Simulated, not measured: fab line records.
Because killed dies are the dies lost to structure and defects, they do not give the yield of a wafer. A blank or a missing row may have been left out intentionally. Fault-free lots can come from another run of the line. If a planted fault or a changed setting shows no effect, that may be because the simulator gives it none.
Struck lot and sound lot, side by side	flow n5Finfet	15 steps out of a route of 1938
Sound: the wafers L952.1, L952.2, L952.6. Struck: wafers L944.4, L944.6. At the end, the cause is stated.
At each step with rows: each side's tool, then ch and its chambers, then its first start. Under that, the readings that differ: sound wafers	struck wafers	difference of the means	sigmas: that difference in standard deviations of wafers without a fault.
alike: same words and numbers on both sides, and readings whose means sit less than 2 such deviations apart. not compared: any withheld reading, any reading some wafer has no value for, any bound like >300 that may hide the same value, and any number with overlapping values for which the record gives no deviation.
A row with sigmas, a row that says differs or no value, or rows on one side alone: a step with any of these is where the two part. Numbers that have no deviation but don't overlap get no sigmas and don't part them. A reading missing from all wafers of one side parts the sides only when that side holds two or more wafers.

first, 8 steps without rows for these wafers: N5_BEOL_M14_COAT_58 (time 60 s, resist thk 89 nm); N5_BEOL_M14_COAT_04 (resist thk 800 nm); N5_BEOL_M14_EBR_06; N5_BEOL_M14_SOFTBAKE_05 (time 60 s); N5_BEOL_M14_EXPOSE_07 (exposes mask V13); N5_BEOL_M14_PEB_08 (peb time 90 s); N5_BEOL_M14_DEVELOP_09 (develop time 45 s); N5_BEOL_M14_HARDBAKE_14 (time 120 s).
N5_BEOL_M14_CD_MEAS_10: the cd target is 250 nm.
  sound on cdSem-03 ch 0, day 16 18:35; struck on cdSem-01 ch 0, day 15 14:20
  alike: cdNm
N5_BEOL_M14_OVL_MEAS_11:
  sound on overlay-01 ch 0, day 16 18:37; struck on overlay-01 ch 0, day 15 14:22
  alike: V13_OVL
N5_BEOL_M14_INSPECT_12: inspects for defects (macro).
  struck on defectInspect-01, day 15 14:23; sound on defectInspect-01, day 16 18:38
  alike: rawDefectCount
N5_BEOL_M14_DESCUM_15: chemistry O2, time 7.9 s.
  sound on rieDiel-06 ch 1,2,3, day 16 18:40; struck on rieDiel-04 ch 0,3, day 15 14:40
  alike: drypumpMotorCurrentA, oesProductAu, rfVppV, showerheadPlenumPTorr, throttleValvePct
  not compared: rfHoursCounterH
N5_BEOL_M14_ETCH_59: etches BARC in N2/H2, target depth 89 nm, overetch 26.7 nm, time 67.9 s.
  sound on rieDiel-06 ch 1,2,3, day 16 18:42; struck on rieDiel-04 ch 0,3, day 15 14:41
reading	sound	struck	difference	sigmas
runLengthS (s)	92.0 91.2 91.4	86.1 85.3	-5.8	-17
model.coat_of_BEOL_M14_COAT_04.thkNm (nm)	723.4 718.4 718	724.6 727.4	+6.1	
  alike: drypumpMotorCurrentA, n2FlowSccm, oesProductAu, rfVppV, showerheadPlenumPTorr, throttleValvePct
  not compared: rfHoursCounterH
N5_BEOL_M14_VIA_ETCH_16: etches SiO2 in C4F8/O2/Ar, target depth 1231.3 nm.
  sound on rieDiel-06 ch 1,2,3, day 16 18:45; struck on rieDiel-04 ch 0,3, day 15 14:44
  alike: drypumpMotorCurrentA, heOuterTorr, oes_o_777_au, oesProductAu, rfVppV, showerheadPlenumPTorr, throttleValvePct
after that, 1 step had no rows for these wafers: N5_PASSIVATION_PROBE_49.

WHERE THEY PART
Only at N5_BEOL_M14_ETCH_59, within this record. Later steps at which nothing parts them and some readings are alike: N5_BEOL_M14_VIA_ETCH_16.

WHY: the cause the simulator had injected
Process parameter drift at N5_BEOL_M14_ETCH_59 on rieDiel-04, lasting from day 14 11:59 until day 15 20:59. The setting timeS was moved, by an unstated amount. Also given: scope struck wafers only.
